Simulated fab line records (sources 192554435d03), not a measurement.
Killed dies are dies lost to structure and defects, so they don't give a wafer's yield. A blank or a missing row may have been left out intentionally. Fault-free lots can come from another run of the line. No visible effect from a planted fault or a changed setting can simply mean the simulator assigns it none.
fab line records    flow n5-finfet
record: lots: 7  wafers: 21
route steps=1938 shown MOL_CONTACT_COAG@615 BEOL_M0_SAQP@646 BEOL_M0_CUTY@705 BEOL_M1@761 BEOL_M2@881 BEOL_M4@1031
start-h: hours from the record's opening day to when the first of the lot's shown wafers began    wait-h: time in hours since the lot's previous step    " unchanged from the row above    L1.1+2: one row covering several wafers at once    - value missing, or start not given    * or withheld: withheld    < > ~ a bound
route shown NAME@n: NAME is a module with steps in the file, n the number in the route of the first one    usual: mean and standard deviation over wafers with no fault    same: alike in all rows    chamber/n: place in a boat    sites: each site's reading    _std_site: how widely they spread, as a standard deviation    _edge_site: the outer-site mean with the inner-site mean subtracted    radius-mm: for every site, how far away it sits from the centre of the wafer    mask NAME#n: copy n    behind: tool/chamber where the wafer was last shaped    hold: what put the lot on hold/how long, in hours/how the hold closed    device: the n, p or np transistor that did not switch    end of line: the same wafers' tests at the end of the route    where a step has no rows: the recipe by itself    killed: at the first sort, the dies lost to defects and structure; wafer yield is something else    map: per-die view of a wafer (x killed, . not killed, _ where there is no die)
set.NAME: the setting as run; set.NAME@STEP: as run at that earlier step    model.NAME: the simulator's own value behind a step, which no gauge read
lots whose settings were changed on purpose; a table a step, a row a wafer
== steps ==
step: N5_MOL_CONTACT_COAG_VIA_ETCH_117
recipe: chemistry: C4F6/O2  target-depth-a: 400  overetch-a: 80  mask-material: SOC  target: SiO2  bias-w: 455  pressure-mtorr: 10  time-s: 26  source-w: 325  Ar_flow_sccm: 300  C4F6_flow_sccm: 10  O2_flow_sccm: 10  ion-energy-ev: 575.3  ends: end-point
usual: rf-vpp-V: 1593/22
lot.wafer  tool         chamber  start-h  wait-h  set.bias-w  rf-vpp-V
L075.1     rie-diel-01  3        117.14   0.0     455         1583
L075.2     "            0        "        "       504.3       1682
L075.3     "            2        "        "       455         1583
L076.1     rie-diel-03  2        119.01   0.0     455         1602
L076.3     "            0        "        "       455         1587
L076.6     "            0        "        "       531.4       1780
L080.1     rie-diel-03  3        139.37   0.0     455         1580
L080.2     "            1        "        "       455         1595
L080.4     "            2        "        "       455         1600
L082.1     rie-diel-01  0        157.52   0.0     518.7       1715
L082.3     "            1        "        "       455         1600
L082.5     "            3        "        "       518.7       1747
L088.3     rie-diel-01  1        191.41   0.0     455         1599
L088.4     "            3        "        "       455         1583
L088.6     "            0        "        "       426.3       1483
L094.2     rie-diel-01  2        223.87   0.0     455         1582
L094.4     "            3        "        "       455         1583
L094.6     "            1        "        "       455         1600
L096.2     rie-diel-01  2        240.34   0.0     523.5       1753
L096.4     "            0        "        "       523.5       1727
L096.6     "            0        "        "       455         1555
step: N5_BEOL_M0_SAQP_EXPOSE_11
recipe: mask-id: M0_CORE  na: 1.35  source-shape: dipole  sigma-inner: 0.538  sigma-outer: 0.738  polarization: te  target-cd-nm: 42  dose-mj: 55
lot.wafer   tool             chamber  start-h  wait-h  mask       set.dose-mj
L075.1+3    arfi-scanner-02  0        122.88   -       M0_CORE#0  55
L075.2      "                0        "        "       M0_CORE#0  57.6
L076.1      arfi-scanner-03  0        126.23   -       M0_CORE#0  55
L076.3+6    "                0        "        "       M0_CORE#0  57.03
L080.1+2+4  arfi-scanner-03  0        145.19   -       M0_CORE#0  55
L082.1+3+5  arfi-scanner-03  0        162.78   -       M0_CORE#0  52.86
L088.3+4    arfi-scanner-03  0        196.96   -       M0_CORE#0  51.7
L088.6      "                0        "        "       M0_CORE#0  55
L094.2+4+6  arfi-scanner-03  0        231.84   -       M0_CORE#0  55
L096.2      arfi-scanner-01  0        245.68   -       M0_CORE#0  55
L096.4+6    "                0        "        "       M0_CORE#0  53.16
step: N5_BEOL_M0_SAQP_DEVELOP_13
recipe: develop-time-s: 30  developer: TMAH  resist: CAR-ArF  dev-temp-c: 23  rinse-liquid: diw  dry: air-spin
lot.wafer   tool            chamber  start-h  wait-h  set.develop-time-s
L075.1      litho-track-02  0        -        -       36.69
L075.2+3    "               0        "        "       30
L076.1+3+6  litho-track-04  0        -        -       25.72
L080.1+2    litho-track-04  0        -        -       30
L080.4      "               0        "        "       33.04
L082.1+3    litho-track-04  0        -        -       33.3
L082.5      "               0        "        "       30
L088.3+6    litho-track-04  0        -        -       25.5
L088.4      "               0        "        "       30
L094.2+4+6  litho-track-01  0        -        -       30
L096.2+6    litho-track-02  0        -        -       30
L096.4      "               0        "        "       32.73
step: N5_BEOL_M0_SAQP_CD_MEAS_14
recipe: target-cd-nm: 42.5  landing-energy-ev: 500  detector: se-inlens
usual: cd-nm: 42.4/0.33
lot.wafer  tool       chamber  start-h  wait-h  set.dose-mj@BEOL_M0_SAQP_EXPOSE_11  cd-nm
L075.1     cd-sem-03  0        123.01   -       55                                  41.9
L075.2     "          0        "        "       57.6                                40.7
L075.3     "          0        "        "       55                                  42.4
L076.1     cd-sem-01  0        126.36   -       55                                  42.6
L076.3     "          0        "        "       57.03                               41.9
L076.6     "          0        "        "       57.03                               41.5
L080.1     cd-sem-01  0        145.31   -       55                                  42.2
L080.2     "          0        "        "       55                                  42.7
L080.4     "          0        "        "       55                                  42.1
L082.1     cd-sem-03  0        162.91   -       52.86                               43.6
L082.3     "          0        "        "       52.86                               43.1
L082.5     "          0        "        "       52.86                               43.0
L088.3     cd-sem-03  0        197.08   -       51.7                                44.2
L088.4     "          0        "        "       51.7                                44.5
L088.6     "          0        "        "       55                                  42.3
L094.2     cd-sem-02  0        231.96   -       55                                  43.0
L094.4     "          0        "        "       55                                  42.4
L094.6     "          0        "        "       55                                  42.4
L096.2     cd-sem-02  0        245.80   -       55                                  42.6
L096.4     "          0        "        "       53.16                               43.3
L096.6     "          0        "        "       53.16                               44.0
step: N5_BEOL_M0_CUTY_EXPOSE_54
recipe: mask-id: M0_ABLK  na: 1.35  source-shape: conventional  sigma-outer: 0.8  polarization: unpolarized  dose-mj: 36
lot.wafer   tool             chamber  start-h  wait-h  mask       set.dose-mj
L075.1+3    arfi-scanner-02  0        128.91   -       M0_ABLK#0  38.66
L075.2      "                0        "        "       M0_ABLK#0  36
L076.1+3    arfi-scanner-01  0        132.56   -       M0_ABLK#0  36
L076.6      "                0        "        "       M0_ABLK#0  33.74
L080.1+2    arfi-scanner-02  0        150.93   -       M0_ABLK#0  36
L080.4      "                0        "        "       M0_ABLK#0  37.81
L082.1      arfi-scanner-03  0        168.00   -       M0_ABLK#0  37.03
L082.3+5    "                0        "        "       M0_ABLK#0  36
L088.3      arfi-scanner-02  0        202.65   -       M0_ABLK#0  37.01
L088.4+6    "                0        "        "       M0_ABLK#0  36
L094.2+4+6  arfi-scanner-03  0        240.16   -       M0_ABLK#0  36
L096.2+4+6  arfi-scanner-02  0        251.88   -       M0_ABLK#0  36
step: N5_BEOL_M0_CUTY_PEB_55
recipe: peb-temp-c: 110  peb-time-s: 60  resist: CAR-ArF-block
step: N5_BEOL_M0_CUTY_DEVELOP_56
recipe: develop-time-s: 30  developer: TMAH  resist: CAR-ArF-block  rinse-liquid: diw  dry: air-spin  dev-temp-c: 23
step: N5_BEOL_M0_CUTY_CD_MEAS_57
recipe: target-cd-nm: 200  landing-energy-ev: 500  detector: se-inlens  polarity: line
usual: cd-nm: 200.0/1.3
lot.wafer  tool       chamber  start-h  wait-h  set.dose-mj@BEOL_M0_CUTY_EXPOSE_54  cd-nm
L075.1     cd-sem-03  0        129.04   -       38.66                               196.1
L075.2     "          0        "        "       36                                  201.2
L075.3     "          0        "        "       38.66                               195.1
L076.1     cd-sem-03  0        132.68   -       36                                  197.6
L076.3     "          0        "        "       36                                  197.7
L076.6     "          0        "        "       33.74                               201.8
L080.1     cd-sem-03  0        151.06   -       36                                  199.7
L080.2     "          0        "        "       36                                  197.8
L080.4     "          0        "        "       37.81                               195.3
L082.1     cd-sem-02  0        168.13   -       37.03                               198.2
L082.3     "          0        "        "       36                                  199.6
L082.5     "          0        "        "       36                                  199.2
L088.3     cd-sem-03  0        202.77   -       37.01                               199.6
L088.4     "          0        "        "       36                                  201.4
L088.6     "          0        "        "       36                                  202.1
L094.2     cd-sem-03  0        240.28   -       36                                  197.6
L094.4     "          0        "        "       36                                  197.6
L094.6     "          0        "        "       36                                  198.8
L096.2     cd-sem-01  0        252.00   -       36                                  199.4
L096.4     "          0        "        "       36                                  201.2
L096.6     "          0        "        "       36                                  201.0
step: N5_BEOL_M1_EXPOSE_08
recipe: mask-id: M1  na: 0.33  source-shape: dipole  sigma-inner: 0.369  sigma-outer: 0.767  polarization: unpolarized  dose-mj: 33
lot.wafer   tool            chamber  start-h  wait-h  mask  set.dose-mj
L075.1      euv-scanner-02  0        137.55   -       M1#0  32.19
L075.2+3    "               0        "        "       M1#0  33
L076.1+3    euv-scanner-02  0        143.29   -       M1#0  32.2
L076.6      "               0        "        "       M1#0  33
L080.1+2+4  euv-scanner-02  0        161.47   -       M1#0  33
L082.1+3    euv-scanner-01  0        178.87   -       M1#0  33
L082.5      "               0        "        "       M1#0  31.44
L088.3+4+6  euv-scanner-01  0        211.39   -       M1#0  33
L094.2+4+6  euv-scanner-02  0        248.02   -       M1#0  33
L096.2      euv-scanner-01  0        265.30   -       M1#0  34.23
L096.4+6    "               0        "        "       M1#0  33
step: N5_BEOL_M1_PEB_09
recipe: peb-temp-c: 100  peb-time-s: 60  resist: CAR-EUV
step: N5_BEOL_M1_DEVELOP_10
recipe: develop-time-s: 30  developer: TMAH  resist: CAR-EUV  rinse-liquid: surfactant-rinse  dry: air-spin  dev-temp-c: 23
step: N5_BEOL_M1_DESCUM_16
recipe: chemistry: O2  time-s: 7  source-power-w: 50  bias-power-w: 20  pressure-mtorr: 20  rf-frequency-hz: 2.712e+07  temp-c: 40  resist: CAR-EUV  o2-flow-sccm: 225
step: N5_BEOL_M1_ETCH_74
recipe: chemistry: N2/H2  target: underlayer  target-depth-a: 65  mask-material: CAR-EUV  time-s: 5.2  ion-energy-ev: 200  pressure-mtorr: 30  source-w: 840  bias-w: 150  n2-flow-sccm: 200  h2-flow-sccm: 200  ends: cleared
step: N5_BEOL_M1_ETCH_63
recipe: chemistry: CF4  target: SiARC  target-depth-a: 156  mask-material: CAR-EUV  time-s: 26  ion-energy-ev: 80  pressure-mtorr: 40  source-w: 545  bias-w: 36  Ar_flow_sccm: 100  cf4-flow-sccm: 100  ends: cleared
lot.wafer   tool         chamber  start-h  wait-h  set.dose-mj@BEOL_M1_EXPOSE_08  model.BEOL_M1.cd-offset-nm
L075.1      rie-diel-02  3        137.85   0.0     32.19                          -0.6
L075.2      "            1        "        "       33                             -0.2
L075.3      "            2        "        "       33                             0
L076.1      rie-diel-02  2        143.59   0.0     32.2                           -0.4
L076.3      "            1        "        "       32.2                           -0.6
L076.6      "            0        "        "       33                             0.2
L080.1      rie-diel-06  3        161.77   0.0     33                             -0.2
L080.2      "            1        "        "       33                             0.4
L080.4      "            0        "        "       33                             0.2
L082.1      rie-diel-05  3        179.26   0.0     33                             0.2
L082.3      "            0        "        "       33                             0
L082.5      "            2        "        "       31.44                          -1
L088.3+6    rie-diel-05  3,1      211.67   0.0     33                             -0.2
L088.4      "            1        "        "       33                             -0.4
L094.2+4+6  rie-diel-05  1,3,3    248.73   0.0     33                             0.4
L096.2      rie-diel-02  0        265.86   0.0     34.23                          0.6
L096.4      "            2        "        "       33                             0.2
L096.6      "            3        "        "       33                             0
step: N5_BEOL_M1_ETCH_64
recipe: chemistry: N2/H2  target: SOC  target-depth-a: 750  overetch-a: 150  mask-material: SiARC  temp-c: 40  time-s: 112.5  ion-energy-ev: 200  pressure-mtorr: 30  source-w: 840  bias-w: 150  n2-flow-sccm: 200  h2-flow-sccm: 200
usual: rf-vpp-V: 524.3/2.9
lot.wafer  tool         chamber  start-h  wait-h  set.bias-w  rf-vpp-V  model.SiARC_of_BEOL_M1_COAT_62.thk-nm
L075.1     rie-diel-02  3        137.88   0.0     129.3       477.8     7.6
L075.2     "            1        "        "       129.3       481.3     7.4
L075.3     "            2        "        "       150         520.6     6.4
L076.1     rie-diel-02  2        143.62   0.0     150         521.7     6.4
L076.3     "            1        "        "       150         529.5     6.6
L076.6     "            0        "        "       135.9       494.2     7.4
L080.1     rie-diel-06  3        161.80   0.0     150         521.9     6.8
L080.2     "            1        "        "       137.7       497.3     7.2
L080.4     "            0        "        "       137.7       491.4     7.2
L082.1     rie-diel-05  3        179.29   0.0     150         522.6     6.8
L082.3     "            0        "        "       150         522.1     7
L082.5     "            2        "        "       173.9       577.9     5.8
L088.3     rie-diel-05  3        211.70   0.0     150         522.5     6.6
L088.4     "            1        "        "       150         526.7     7
L088.6     "            1        "        "       150         527.6     7
L094.2     rie-diel-05  1        248.76   0.0     150         526.2     7
L094.4     "            3        "        "       150         523.2     6.8
L094.6     "            3        "        "       150         524.1     6.8
L096.2     rie-diel-02  0        265.89   0.0     150         526.0     6.6
L096.4     "            2        "        "       150         521.1     6.6
L096.6     "            3        "        "       174.6       577.3     5.6
step: N5_BEOL_M2_ETCH_69
recipe: chemistry: CF4  target: SiARC  target-depth-a: 156  mask-material: CAR-EUV  time-s: 26  ion-energy-ev: 80  pressure-mtorr: 40  source-w: 545  bias-w: 36  Ar_flow_sccm: 100  cf4-flow-sccm: 100  ends: cleared
usual: rf-vpp-V: 183.9/1.3
lot.wafer  tool         chamber  start-h  wait-h  set.bias-w  rf-vpp-V
L075.1     rie-diel-04  3        148.87   0.0     31.54       169.2
L075.2     "            0        "        "       31.54       171.8
L075.3     "            1        "        "       36          184.8
L076.1     rie-diel-04  3        159.83   0.0     36          182.5
L076.3     "            2        "        "       36          183.4
L076.6     "            3        "        "       36          182.0
L080.1     rie-diel-01  0        187.69   0.0     31.29       169.2
L080.2     "            1        "        "       36          182.7
L080.4     "            3        "        "       36          183.9
L082.1     rie-diel-03  2        196.95   0.0     36          183.1
L082.3     "            3        "        "       41.38       203.6
L082.5     "            2        "        "       36          182.7
L088.3     rie-diel-04  2        232.50   0.0     36          183.2
L088.4     "            2        "        "       29.55       161.5
L088.6     "            0        "        "       29.55       162.9
L094.2     rie-diel-04  0        262.08   0.0     36          184.6
L094.4     "            2        "        "       36          182.7
L094.6     "            2        "        "       36          181.3
L096.2     rie-diel-04  2        274.81   0.0     31.02       166.8
L096.4     "            1        "        "       31.02       168.5
L096.6     "            3        "        "       31.02       168.6
step: N5_BEOL_M2_TRENCH_ETCH_37
recipe: chemistry: C4F6/O2  target-depth-a: 555.55  target: SiOC  time-s: 29.2  ion-energy-ev: 250  pressure-mtorr: 30  source-w: 355  bias-w: 185  Ar_flow_sccm: 300  C4F6_flow_sccm: 10  O2_flow_sccm: 10
usual: rf-vpp-V: 671/12
lot.wafer  tool         chamber  start-h  wait-h  set.source-w  rf-vpp-V  model.etch.depth-nm  model.BEOL_M2.feature-depth-nm
L076.1     rie-diel-01  1        -        -       291.3         744       52.16                52.2
L076.3     "            0        "        "       291.3         721       49.19                49.2
L076.6     "            2        "        "       355           663       54.39                54.4
L075.1     rie-diel-04  2        -        -       355           688       55.37                55.4
L075.2     "            0        "        "       355           661       54.68                54.6
L075.3     "            3        "        "       301           748       50.98                51
L080.1     rie-diel-03  0        -        -       311.4         712       51.7                 51.8
L080.2     "            2        "        "       355           672       55.46                55.4
L080.4     "            3        "        "       311.4         708       51.51                51.6
L082.1     rie-diel-04  1        -        -       355           684       54.76                54.8
L082.3     "            2        "        "       327.8         715       52.9                 53
L082.5     "            0        "        "       327.8         688       52.21                52.2
L088.3     rie-diel-03  1        -        -       355           668       54.36                54.4
L088.4     "            2        "        "       396.2         636       56.99                57
L088.6     "            0        "        "       355           676       55.96                56
L094.2     rie-diel-04  3        -        -       355           700       55.35                55.4
L094.4     "            2        "        "       355           686       54.55                54.6
L094.6     "            1        "        "       355           682       55.2                 55.2
L096.2     rie-diel-04  1        -        -       326.2         714       53.45                53.4
L096.4     "            0        "        "       355           660       53.53                53.6
L096.6     "            3        "        "       326.2         730       53.42                53.4
step: N5_BEOL_M2_ETCH_41
recipe: chemistry: CH3F/O2  target: SiCN  target-depth-a: 299  taper-deg: 2  time-s: 52.5  ion-energy-ev: 120  mask-material: TiN  pressure-mtorr: 30  source-w: 395  bias-w: 75  Ar_flow_sccm: 150  CH3F_flow_sccm: 30  O2_flow_sccm: 20
step: N5_BEOL_M2_STRIP_97
recipe: chemistry: N2/H2  time-s: 10  power-w: 450  temp-c: 40  pressure-mtorr: 20  rf-frequency-hz: 6e+07  bias-power-w: 7  n2-flow-sccm: 200  h2-flow-sccm: 200
step: N5_BEOL_M2_OCD_MEAS_38
usual: trench-depth-nm: 55.0/1.1
lot.wafer  tool    chamber  start-h  wait-h  set.source-w@BEOL_M2_TRENCH_ETCH_37  trench-depth-nm
L076.1     ocd-02  -        172.34   -       291.3                                52.0
L076.3     "       -        "        "       291.3                                49.3
L076.6     "       -        "        "       355                                  54.7
L075.1     ocd-02  -        187.78   -       355                                  55.3
L075.2     "       -        "        "       355                                  54.1
L075.3     "       -        "        "       301                                  50.8
L080.1     ocd-01  -        201.89   -       311.4                                51.2
L080.2     "       -        "        "       355                                  55.5
L080.4     "       -        "        "       311.4                                51.0
L082.1     ocd-01  -        220.38   -       355                                  54.8
L082.3     "       -        "        "       327.8                                53.2
L082.5     "       -        "        "       327.8                                51.9
L088.3     ocd-01  -        263.98   -       355                                  54.4
L088.4     "       -        "        "       396.2                                57.2
L088.6     "       -        "        "       355                                  56.3
L094.2     ocd-02  -        290.64   -       355                                  55.2
L094.4     "       -        "        "       355                                  55.0
L094.6     "       -        "        "       355                                  54.6
L096.2     ocd-01  -        303.71   -       326.2                                53.7
L096.4     "       -        "        "       355                                  54.1
L096.6     "       -        "        "       326.2                                53.5
step: N5_BEOL_M2_HM_STRIP_39
recipe: chemistry: peroxide-tin-strip  material: TiN  target-depth-a: 250  temp-c: 50  time-s: 158
step: N5_BEOL_M2_SRD_40
recipe: time-s: 30  temp-c: 23  rinse-liquid: diw  dry: ipa-marangoni
step: N5_BEOL_M2_ANNEAL_51
recipe: temp-c: 225  time-s: 90  ambient: N2
step: N5_BEOL_M2_CMP_52
recipe: stop-on: SiOC  t-overpolish-s: 6.8  down-force-psi: 1  platen-rpm: 50  clearing-platen-down-force-psi: 1.5  clearing-platen-rpm: 50  post-cmp-clean: cu-alkaline  target-thk-nm: 40  clearing-platen-pad-velocity-m-s: 0.99484  pad-velocity-m-s: 0.99484
step: N5_BEOL_M2_THK_MEAS_53
recipe: thk-meas-gauge: xrf  reads: Cu_of_BEOL_M2_ECD_50
usual: M2_THK: 39.6/1.4
lot.wafer  tool           chamber  start-h  wait-h  set.source-w@BEOL_M2_TRENCH_ETCH_37  M2_THK[nm]
L076.1     film-metro-02  -        178.40   -       291.3                                36.6
L076.3     "              -        "        "       291.3                                35.5
L076.6     "              -        "        "       355                                  40.3
L075.1     film-metro-01  -        193.25   -       355                                  39.4
L075.2     "              -        "        "       355                                  40.3
L075.3     "              -        "        "       301                                  35.7
L080.1     film-metro-01  -        206.63   -       311.4                                35.2
L080.2     "              -        "        "       355                                  39.0
L080.4     "              -        "        "       311.4                                37.5
L082.1     film-metro-02  -        223.94   -       355                                  37.8
L082.3     "              -        "        "       327.8                                38.7
L082.5     "              -        "        "       327.8                                37.1
L088.3     film-metro-01  -        268.93   -       355                                  40.3
L088.4     "              -        "        "       396.2                                41.7
L088.6     "              -        "        "       355                                  41.2
L094.2     film-metro-02  -        294.64   -       355                                  39.9
L094.4     "              -        "        "       355                                  40.1
L094.6     "              -        "        "       355                                  39.9
L096.2     film-metro-01  -        307.26   -       326.2                                38.2
L096.4     "              -        "        "       355                                  40.6
L096.6     "              -        "        "       326.2                                38.0
step: N5_BEOL_M4_EXPOSE_08
recipe: mask-id: M4  na: 0.33  source-shape: dipole  sigma-inner: 0.369  sigma-outer: 0.767  polarization: unpolarized  dose-mj: 41.25
lot.wafer   tool            chamber  start-h  wait-h  mask  set.dose-mj
L076.1      euv-scanner-02  0        193.11   -       M4#0  40.2
L076.3+6    "               0        "        "       M4#0  41.25
L075.1+2    euv-scanner-01  0        206.71   -       M4#0  43.15
L075.3      "               0        "        "       M4#0  41.25
L080.1+4    euv-scanner-02  0        221.57   -       M4#0  41.25
L080.2      "               0        "        "       M4#0  39.64
L082.1+3    euv-scanner-01  0        241.68   -       M4#0  41.25
L082.5      "               0        "        "       M4#0  42.26
L088.3+4+6  euv-scanner-01  0        295.11   -       M4#0  41.25
L094.2+4+6  euv-scanner-01  0        310.67   -       M4#0  41.25
L096.2+6    euv-scanner-02  0        317.76   -       M4#0  38.4
L096.4      "               0        "        "       M4#0  41.25
step: N5_BEOL_M4_PEB_09
recipe: peb-temp-c: 100  peb-time-s: 60  resist: CAR-EUV
step: N5_BEOL_M4_DEVELOP_10
recipe: develop-time-s: 30  developer: TMAH  resist: CAR-EUV  rinse-liquid: surfactant-rinse  dry: air-spin  dev-temp-c: 23
step: N5_BEOL_M4_CD_MEAS_11
recipe: target-cd-nm: 16.79  landing-energy-ev: 500  detector: se-inlens  polarity: opening
usual: cd-nm: 16.72/0.24
lot.wafer  tool       chamber  start-h  wait-h  set.dose-mj@BEOL_M4_EXPOSE_08  cd-nm
L076.1     cd-sem-02  0        193.24   -       40.2                           16.15
L076.3     "          0        "        "       41.25                          16.63
L076.6     "          0        "        "       41.25                          16.61
L075.1     cd-sem-01  0        206.84   -       43.15                          17.12
L075.2     "          0        "        "       43.15                          17.45
L075.3     "          0        "        "       41.25                          16.94
L080.1     cd-sem-02  0        221.71   -       41.25                          16.52
L080.2     "          0        "        "       39.64                          15.50
L080.4     "          0        "        "       41.25                          16.45
L082.1     cd-sem-02  0        241.81   -       41.25                          16.53
L082.3     "          0        "        "       41.25                          16.85
L082.5     "          0        "        "       42.26                          17.12
L088.3     cd-sem-03  0        295.23   -       41.25                          16.50
L088.4     "          0        "        "       41.25                          16.76
L088.6     "          0        "        "       41.25                          16.59
L094.2     cd-sem-03  0        310.80   -       41.25                          16.84
L094.4     "          0        "        "       41.25                          16.85
L094.6     "          0        "        "       41.25                          16.67
L096.2     cd-sem-03  0        317.89   -       38.4                           15.50
L096.4     "          0        "        "       41.25                          16.84
L096.6     "          0        "        "       38.4                           15.34
== key ==
split: step: N5_MOL_CONTACT_COAG_VIA_ETCH_117  setting: bias-w  stated: 455  by: wafer
response: step: N5_MOL_CONTACT_COAG_VIA_ETCH_117  reading: rf-vpp-V  change: +11  per: 1%  r: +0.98
split: step: N5_BEOL_M0_SAQP_EXPOSE_11  setting: dose-mj  stated: 55  by: wafer
response: step: N5_BEOL_M0_SAQP_CD_MEAS_14  reading: cd-nm  change: -0.316  per: 1%  r: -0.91
split: step: N5_BEOL_M0_SAQP_DEVELOP_13  setting: develop-time-s  stated: 30  by: wafer
response none clear
split: step: N5_BEOL_M0_CUTY_EXPOSE_54  setting: dose-mj  stated: 36  by: wafer
response: step: N5_BEOL_M0_CUTY_CD_MEAS_57  reading: cd-nm  change: -0.695  per: 1%  r: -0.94
split: step: N5_BEOL_M1_EXPOSE_08  setting: dose-mj  stated: 33  by: wafer
response: step: N5_BEOL_M1_ETCH_63  reading: model.BEOL_M1.cd-offset-nm  change: +0.207  per: 1%  r: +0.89
split: step: N5_BEOL_M1_ETCH_64  setting: bias-w  stated: 150  by: wafer
response: step: N5_BEOL_M1_ETCH_64  reading: rf-vpp-V  change: +3.29  per: 1%  r: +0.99
response: step: N5_BEOL_M1_ETCH_64  reading: model.SiARC_of_BEOL_M1_COAT_62.thk-nm  change: -0.07  per: 1%  r: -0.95
split: step: N5_BEOL_M2_ETCH_69  setting: bias-w  stated: 36  by: wafer
response: step: N5_BEOL_M2_ETCH_69  reading: rf-vpp-V  change: +1.2  per: 1%  r: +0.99
split: step: N5_BEOL_M2_TRENCH_ETCH_37  setting: source-w  stated: 355  by: wafer
response: step: N5_BEOL_M2_TRENCH_ETCH_37  reading: rf-vpp-V  change: -4.03  per: 1%  r: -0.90
response: step: N5_BEOL_M2_TRENCH_ETCH_37  reading: model.etch.depth-nm  change: +0.223  per: 1%  r: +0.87
response: step: N5_BEOL_M2_TRENCH_ETCH_37  reading: model.BEOL_M2.feature-depth-nm  change: +0.22  per: 1%  r: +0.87
response: step: N5_BEOL_M2_OCD_MEAS_38  reading: trench-depth-nm  change: +0.236  per: 1%  r: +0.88
response: step: N5_BEOL_M2_THK_MEAS_53  reading: M2_THK  change: +0.211  per: 1%  r: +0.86
split: step: N5_BEOL_M4_EXPOSE_08  setting: dose-mj  stated: 41.25  by: wafer
response: step: N5_BEOL_M4_CD_MEAS_11  reading: cd-nm  change: +0.181  per: 1%  r: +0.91
